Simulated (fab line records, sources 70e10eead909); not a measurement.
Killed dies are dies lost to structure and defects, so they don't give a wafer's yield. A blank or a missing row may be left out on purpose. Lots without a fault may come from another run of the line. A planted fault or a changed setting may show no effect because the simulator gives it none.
fab line records | flow nand_harc
record lots=11 wafers=33 last_day=33
route steps=1302 shown A_STAIRCASE@830
lots that met no fault: from a run of the same line without faults
start_h: hours from the record's first day to the start of the lot's first wafer shown | wait_h: hours since the lot's step before | " the same as in the row above | L1.1+2: a row that stands for several wafers | - no value, or no start given | * or withheld: withheld | < > ~ a bound
route shown NAME@n: a module of which the file shows steps, and the number in the route of the first | usual: mean/standard deviation of fault-free wafers | same: alike in all rows | chamber/n: place in a boat | sites: the reading at each site | _std_site: their standard deviation | _edge_site: outer sites' mean less inner sites' | radius_mm: how far each site lies from the wafer's centre | mask NAME#n: copy n | behind: the tool/chamber that last shaped the wafer | hold: why the lot was held/for how many hours/how that ended | device: the transistor (n, p or np) that didn't switch | end of line: the same wafers' tests at the end of the route | a step without rows: its recipe alone | killed: dies lost to structure and defects at the first sort, not the wafer's yield | map: a wafer's dies, x killed, . not, _ none there
set.NAME: the setting as run; set.NAME@STEP: as run at that earlier step | model.NAME: the simulator's own value behind a step, which no gauge read
steps of the route over a sample of lots; a table a step, a row a wafer
services: from which hour (start_h, from the record's first day; less than 0 if before it) a tool's chamber was out of use, for how many hours, and why
## steps
# step NHARC_A_STAIRCASE_DESCUM_312
# recipe time_s=3 o2_flow_sccm=200 ar_flow_sccm=0 bias_power_w=0 chemistry=O2
# usual drypump_motor_current_A=5.6/0.45 oes_product_au=0.999/0.014 rf_vpp_V=57.7/0.88 showerhead_plenum_p_Torr=1.93/0.098 throttle_valve_pct=11.311/0.0081
# columns lot.wafer tool chamber start_h wait_h drypump_motor_current_A oes_product_au rf_hours_counter_h rf_vpp_V showerhead_plenum_p_Torr throttle_valve_pct
L256.1 rie_diel-09 1 388.11 - 6.1 0.986 17 57.5 1.90 11.320
L256.2 " 3 " " 5.2 0.993 19 56.9 1.88 11.296
L256.5 " 2 " " 5.1 1.020 - 57.4 1.77 11.316
L255.1 rie_diel-09 2 395.22 - 5.1 1.021 19 58.7 1.77 11.313
L255.4 " 0 " " 5.7 1.001 21 58.0 2.05 11.325
L255.6 " 2 " " 5.1 1.001 - 57.9 1.77 11.304
L257.2 rie_diel-06 1 403.51 - 5.4 1.017 31 57.8 2.07 11.319
L257.6 " 1 " " 5.4 1.019 - 59.8 2.07 11.300
L257.5 " 2 " " 5.6 1.015 - 57.9 1.86 11.309
L262.2 rie_diel-09 2 456.04 - 5.1 1.009 38 57.4 1.76 11.297
L262.3 " 0 " " 5.7 1.015 37 57.9 2.05 11.329
L262.4 " 1 " " 6.1 1.004 38 58.0 1.89 11.315
L263.3 rie_diel-09 3 472.03 - 5.2 0.997 42 55.8 1.88 11.316
L263.5 " 0 " " 5.7 1.005 - 58.1 2.04 11.303
L263.6 " 1 " " 6.1 0.997 - 57.1 1.89 11.314
L269.4 rie_diel-09 0 524.28 - 5.7 0.969 7 56.8 2.04 11.310
L269.3 " 2 " " 5.0 0.981 5 56.6 2.07 11.310
L269.6 " 0 " " 5.7 0.978 - 60.0 2.04 11.318
L268.2 rie_diel-13 0 538.15 - 6.0 1.022 2 57.1 1.97 11.327
L268.1 " 3 " " 5.9 0.997 3 59.5 2.06 11.302
L268.6 " 1 " " 6.5 1.005 - 58.0 1.97 11.302
L275.4 rie_diel-06 3 584.53 - 4.8 0.969 23 55.7 1.78 11.314
L275.2 " 1 " " 5.4 0.997 37 58.3 2.05 11.307
L275.5 " 0 " " 6.0 1.008 - 57.8 1.83 11.310
L276.2 rie_diel-06 2 593.23 - 5.6 1.009 37 58.5 1.84 11.320
L276.1 " 0 " " 6.0 1.021 41 56.0 1.83 11.319
L276.5 " 2 " " 5.6 1.003 - 57.3 1.83 11.310
L278.3 rie_diel-13 0 605.18 - 5.9 1.022 19 58.9 1.96 11.305
L278.2 " 1 " " 6.4 0.996 28 57.8 1.96 11.324
L278.1 " 2 " " 5.4 0.995 26 57.9 1.96 11.301
L277.3 rie_diel-06 2 607.00 - 5.6 1.001 41 57.5 1.83 11.313
L277.5 " 1 " " 5.4 1.012 - 57.5 2.04 11.314
L277.6 " 2 " " 5.5 0.994 - 56.5 1.83 11.302
# step NHARC_A_STAIRCASE_STRIP_316
# recipe o2_flow_sccm=500 ar_flow_sccm=0 bias_w=0 chemistry=O2
# usual drypump_motor_current_A=5.6/0.46 oes_product_au=1.000/0.014 rf_vpp_V=57.9/0.95 showerhead_plenum_p_Torr=3.56/0.17 throttle_valve_pct=17.038/0.0094
# columns lot.wafer tool chamber start_h wait_h drypump_motor_current_A oes_product_au rf_hours_counter_h rf_vpp_V showerhead_plenum_p_Torr throttle_valve_pct
L256.1 rie_diel-09 1 - - 6.1 0.990 17 57.2 3.50 17.033
L256.2 " 2 " " 5.1 1.022 17 56.4 3.28 17.029
L256.5 " 2 " " 5.1 1.019 - 56.2 3.28 17.034
L255.4 rie_diel-09 3 - - 5.2 0.998 22 57.7 3.47 17.054
L255.1 " 2 " " 5.1 1.011 20 58.3 3.28 17.049
L255.6 " 0 " " 5.7 1.010 - 59.2 3.76 17.028
L257.2 rie_diel-06 1 - - 5.4 1.013 31 58.9 3.79 17.038
L257.5 " 1 " " 5.4 1.008 - 58.5 3.79 17.040
L257.6 " 2 " " 5.6 1.005 - 57.2 3.43 17.026
L262.3 rie_diel-09 2 - - 5.1 1.007 38 57.6 3.27 17.030
L262.4 " 3 " " 5.2 0.989 38 57.2 3.46 17.058
L262.2 " 1 " " 6.1 0.995 38 58.3 3.49 17.040
L263.3 rie_diel-09 3 - - 5.2 0.995 42 57.7 3.46 17.047
L263.6 " 3 " " 5.2 1.000 - 56.9 3.46 17.039
L263.5 " 0 " " 5.7 0.995 - 57.5 3.75 17.059
L269.3 rie_diel-09 1 - - 6.1 0.997 7 56.8 3.48 17.042
L269.4 " 3 " " 5.2 0.987 6 57.6 3.45 17.049
L269.6 " 0 " " 5.7 0.970 - 59.2 3.74 17.027
L268.2 rie_diel-13 0 - - 6.0 1.023 3 58.2 3.62 17.032
L268.1 " 1 " " 6.4 0.998 3 58.2 3.62 17.033
L268.6 " 0 " " 6.0 1.030 - 57.9 3.62 17.016
L275.4 rie_diel-06 2 - - 5.6 1.006 35 57.6 3.39 17.050
L275.2 " 3 " " 4.8 0.986 24 55.8 3.30 17.049
L275.5 " 2 " " 5.6 1.012 - 58.2 3.39 17.047
L276.1 rie_diel-06 3 - - 4.8 0.983 25 56.6 3.30 17.031
L276.2 " 1 " " 5.4 1.009 40 57.8 3.75 17.035
L276.5 " 2 " " 5.6 1.004 - 58.8 3.39 17.035
L278.1 rie_diel-13 2 - - 5.4 0.980 26 58.0 3.61 17.045
L278.3 " 3 " " 5.9 0.992 24 58.8 3.76 17.041
L278.2 " 1 " " 6.4 1.009 29 57.6 3.61 17.042
L277.3 rie_diel-06 2 - - 5.6 0.996 41 57.5 3.39 17.052
L277.5 " 2 " " 5.6 1.005 - 56.2 3.39 17.031
L277.6 " 3 " " 4.8 0.970 - 57.4 3.30 17.051
# step NHARC_A_STAIRCASE_STRIP_476
# recipe time_s=20 o2_flow_sccm=500 ar_flow_sccm=0 bias_w=0 chemistry=O2
# usual drypump_motor_current_A=5.7/0.46 oes_product_au=1.001/0.014 rf_vpp_V=58.0/0.92 showerhead_plenum_p_Torr=3.58/0.16 throttle_valve_pct=17.036/0.0091
# columns lot.wafer tool chamber start_h wait_h drypump_motor_current_A oes_product_au rf_hours_counter_h rf_vpp_V showerhead_plenum_p_Torr throttle_valve_pct
L256.2 rie_diel-06 3 392.15 0.1 4.8 0.999 20 57.6 3.33 17.031
L256.1 " 0 " " 6.0 1.002 21 56.5 3.42 17.027
L256.5 " 3 " " 4.8 0.992 - 58.2 3.33 17.039
L255.1 rie_diel-09 1 400.06 0.2 6.1 0.989 20 58.2 3.50 17.052
L255.4 " 2 " " 5.1 1.013 21 57.0 3.28 17.030
L255.6 " 3 " " 5.2 0.998 - 58.3 3.47 17.036
L257.2 rie_diel-06 3 407.63 0.1 4.8 0.976 25 57.4 3.32 17.037
L257.5 " 3 " " 4.8 0.982 - 56.5 3.33 17.052
L257.6 " 0 " " 6.0 1.001 - 57.3 3.42 17.040
L262.2 rie_diel-06 3 460.10 0.1 4.8 0.969 44 56.4 3.32 17.035
L262.4 " 0 " " 6.0 1.002 44 56.8 3.41 17.032
L262.3 " 1 " " 5.4 0.998 44 58.4 3.78 17.035
L263.3 rie_diel-09 1 476.08 0.1 6.1 0.997 43 58.4 3.49 17.034
L263.5 " 3 " " 5.2 0.988 - 57.1 3.46 17.037
L263.6 " 0 " " 5.7 1.000 - 58.0 3.75 17.038
L269.3 rie_diel-13 0 530.07 0.1 6.0 1.027 0 59.3 3.63 17.040
L269.4 " 1 " " 6.5 0.996 0 56.7 3.62 17.045
L269.6 " 0 " " 6.0 1.025 - 58.5 3.63 17.043
L268.1 rie_diel-13 1 542.43 0.1 6.5 1.000 3 58.0 3.62 17.039
L268.2 " 2 " " 5.4 0.999 4 58.3 3.62 17.051
L268.6 " 3 " " 5.9 0.987 - 58.6 3.77 17.025
L275.2 rie_diel-09 0 588.55 0.1 5.7 0.989 31 59.4 3.73 17.055
L275.4 " 2 " " 5.1 1.008 26 58.3 3.79 17.034
L275.5 " 0 " " 5.7 0.983 - 58.2 3.73 17.030
L276.1 rie_diel-09 0 597.96 0.4 5.7 0.992 37 58.6 3.73 17.030
L276.2 " 2 " " 5.0 0.998 30 59.9 3.79 17.052
L276.5 " 2 " " 5.1 1.008 - 58.0 3.79 17.040
L278.3 rie_diel-06 0 610.68 0.1 6.0 1.003 44 55.8 3.38 17.026
L278.1 " 2 " " 5.5 1.011 41 57.9 3.39 17.037
L278.2 " 3 " " 4.8 0.973 29 57.7 3.30 17.045
L277.3 rie_diel-13 2 611.05 0.1 5.4 0.996 27 57.7 3.61 17.031
L277.6 " 3 " " 5.9 1.004 - 57.9 3.76 17.049
L277.5 " 0 " " 6.0 1.023 - 59.3 3.61 17.026
# step NHARC_A_STAIRCASE_DEP_325
# recipe target_thk_a=72000 temp_c=400 target_thk_nm=7200 teos_flow_sccm=200 rf_w=500 material=SiO2
# usual heater_power_w=644/77 mfc_precursor_sccm=200.0/0.62 rf_fwd_power_W=499.3/1.4
# columns lot.wafer tool chamber start_h wait_h heater_power_w mfc_precursor_sccm rf_fwd_power_W
L256.2 pecvd-03 0 419.13 0.2 689 199.9 499.6
L256.1 " 1 " " 720 200.3 501.2
L256.5 " 0 " " 576 199.7 498.9
L255.1 pecvd-02 2 432.29 0.3 538 200.7 498.0
L255.6 " 1 " " 594 200.3 500.3
L255.4 " 2 " " 462 200.2 500.1
L257.2 pecvd-01 1 439.82 0.3 660 201.0 500.3
L257.5 " 0 " " 626 199.8 499.7
L257.6 " 1 " " 574 199.3 501.2
L262.3 pecvd-02 0 484.99 0.2 662 200.3 496.8
L262.2 " 1 " " 694 200.0 502.4
L262.4 " 0 " " 627 200.3 498.1
L263.3 pecvd-01 0 502.45 0.1 749 199.7 498.8
L263.6 " 0 " " 627 200.5 499.8
L263.5 " 1 " " 587 200.2 499.5
L269.3 pecvd-02 0 557.21 0.4 638 198.7 696.1
L269.6 " 1 " " 609 199.5 500.4
L269.4 " 2 " " 466 200.0 495.6
L268.1 pecvd-01 1 570.44 0.2 763 201.0 499.6
L268.2 " 2 " " 705 199.8 499.9
L268.6 " 1 " " 597 200.2 499.6
L275.2 pecvd-01 0 619.61 0.3 720 200.3 497.1
L275.5 " 1 " " 622 200.7 500.1
L275.4 " 2 " " 574 200.8 500.7
L276.2 pecvd-01 2 626.61 0.1 627 199.3 501.1
L276.1 " 0 " " 711 200.3 497.6
L276.5 " 1 " " 630 198.9 497.7
L278.1 pecvd-03 2 638.34 0.1 802 200.1 500.3
L278.3 " 0 " " 575 200.1 499.1
L278.2 " 1 " " 753 199.6 501.1
L277.3 pecvd-01 2 638.53 0.3 695 201.1 497.2
L277.5 " 1 " " 616 201.1 500.1
L277.6 " 2 " " 579 200.5 499.1
## services
# columns tool chamber start_h hours kind
pecvd-03 - 366.24 13.0 pm
pecvd-01 - 370.67 13.0 pm
pecvd-02 - 377.74 1.3 repair
rie_diel-09 0 378.59 - clean
rie_diel-09 1 378.59 - clean
rie_diel-09 2 378.59 - clean
rie_diel-09 3 378.59 - clean
rie_diel-13 1 398.19 8.2 repair
rie_diel-09 - 404.02 6.5 repair
pecvd-02 - 408.13 13.0 pm
rie_diel-09 - 428.20 1.1 repair
pecvd-03 - 430.47 0.7 repair
rie_diel-06 2 455.09 1.5 repair
rie_diel-06 - 484.20 9.0 pm
rie_diel-09 - 497.48 9.0 pm
rie_diel-06 2 504.75 2.4 repair
rie_diel-09 - 507.54 1.2 repair
rie_diel-09 1 514.45 2.4 repair
rie_diel-13 - 520.67 9.0 pm
pecvd-03 - 547.24 13.0 pm
pecvd-01 - 551.67 13.0 pm
pecvd-02 - 589.13 13.0 pm
pecvd-01 2 591.15 2.3 repair
pecvd-02 1 635.27 8.1 repair
## key
first_sign step=NHARC_A_STAIRCASE_DEP_325 reading=rf_fwd_power_W direction=up sigmas=99+ usual=* struck=*
effect none on later readings
met_at NHARC_A_STAIRCASE_DEP_325
struck_lots L269
struck_wafers L269.3
tester_left_out L269
not_acting_at NHARC_A_STAIRCASE_DESCUM_312,NHARC_A_STAIRCASE_STRIP_316,NHARC_A_STAIRCASE_STRIP_476
onset_between 484.99 557.21
fault kind=process_parameter_drift tool=pecvd-02 chamber=0 onset_h=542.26 steps=NHARC_A_STAIRCASE_DEP_325 channel=rf_w offset=* shape=step end_h=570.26 acts_in=* stated=*
# tester_left_out: of these lots the tester's yield and bins aren't shown, on N5 and GAA mostly nor the transistor test; their killed dies are dies lost to structure and defects alone, not to doping, threshold or leakage, so they don't give the yield
